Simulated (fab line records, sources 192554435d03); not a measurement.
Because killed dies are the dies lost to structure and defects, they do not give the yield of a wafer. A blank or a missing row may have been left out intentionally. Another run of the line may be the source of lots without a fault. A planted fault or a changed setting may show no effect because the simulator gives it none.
Matching of chambers | flow n5-finfet | 4 sister chambers for N5_BEOL_M5_DESCUM_33 on rie-diel-05
The step chemistry O2, time 7 s. 14 wafers are shown with their chamber, then 7 later ones without.

== WAFERS PAIRED WITH THEIR CHAMBERS ==
wafer  | chamber | drypump-motor-current-A (A) | showerhead-plenum-p-Torr (Torr) | throttle-valve-pct (%)
L579.1 | 3       | 5.2                         | 2.14                            | 20.38
L579.2 | 1       | 5.8                         | 2.15                            | 20.54
L579.4 | 0       | 6.0                         | 2.12                            | 20.29
L582.1 | 2       | 5.1                         | 2.21                            | 20.34
L582.2 | 1       | 5.8                         | 2.15                            | 20.56
L582.5 | 1       | 5.8                         | 2.15                            | 20.56
L583.2 | 3       | 5.2                         | 2.14                            | 20.39
L583.3 | 1       | 5.8                         | 2.15                            | 20.58
L583.5 | 3       | 5.2                         | 2.14                            | 20.40
L589.2 | 0       | 6.1                         | 2.11                            | 20.30
L589.4 | 2       | 5.1                         | 2.21                            | 20.35
L589.5 | 3       | 5.2                         | 2.13                            | 20.42
L590.1 | 2       | 5.1                         | 2.21                            | 20.36
L590.3 | 1       | 5.8                         | 2.14                            | 20.58

SIGNATURES, as means of the wafers listed above
reading                  | chamber 0 | chamber 1 | chamber 2 | chamber 3 | scatter within a chamber
drypump-motor-current-A  | 6.050     | 5.800     | 5.100     | 5.200     | 0.0224
showerhead-plenum-p-Torr | 2.1150    | 2.1480    | 2.2100    | 2.1375    | 0.00453
throttle-valve-pct       | 20.2950   | 20.5640   | 20.3500   | 20.3975   | 0.015
Rule: for a wafer and a chamber, the distance is found by dividing, reading by reading, the gap between the wafer's reading and the chamber's mean by the reading's scatter, squaring, summing and taking the root. The wafer belongs to the nearest chamber; if the next one is less than 2 further off, it can't be placed. How the scatter is found: for the shown wafers, subtract from each reading the mean of its chamber, square and add these, divide the total by (wafers less chambers), then take the root.

== WAFERS WITHOUT THEIR CHAMBER ==
wafer  | drypump-motor-current-A (A) | showerhead-plenum-p-Torr (Torr) | throttle-valve-pct (%)
L590.5 | 6.0                         | 2.11                            | 20.31
L596.2 | 5.8                         | 2.14                            | 20.59
L596.3 | 6.0                         | 2.11                            | 20.32
L596.5 | 5.2                         | 2.13                            | 20.42
L597.2 | 5.2                         | 2.13                            | 20.44
L597.4 | 5.9                         | 2.14                            | 20.60
L597.5 | 6.0                         | 2.10                            | 20.32

== THE CHAMBER EACH PASSED THROUGH ==
wafer  | from the rows above | in truth
L590.5 | 0                   | 0
L596.2 | 1                   | 1
L596.3 | 0                   | 0
L596.5 | 3                   | 3
L597.2 | 3                   | 3
L597.4 | 1                   | 1
L597.5 | 0                   | 0
7 of 7 placed correctly. From these rows, 0 cannot be placed. Placed wrongly: 0.
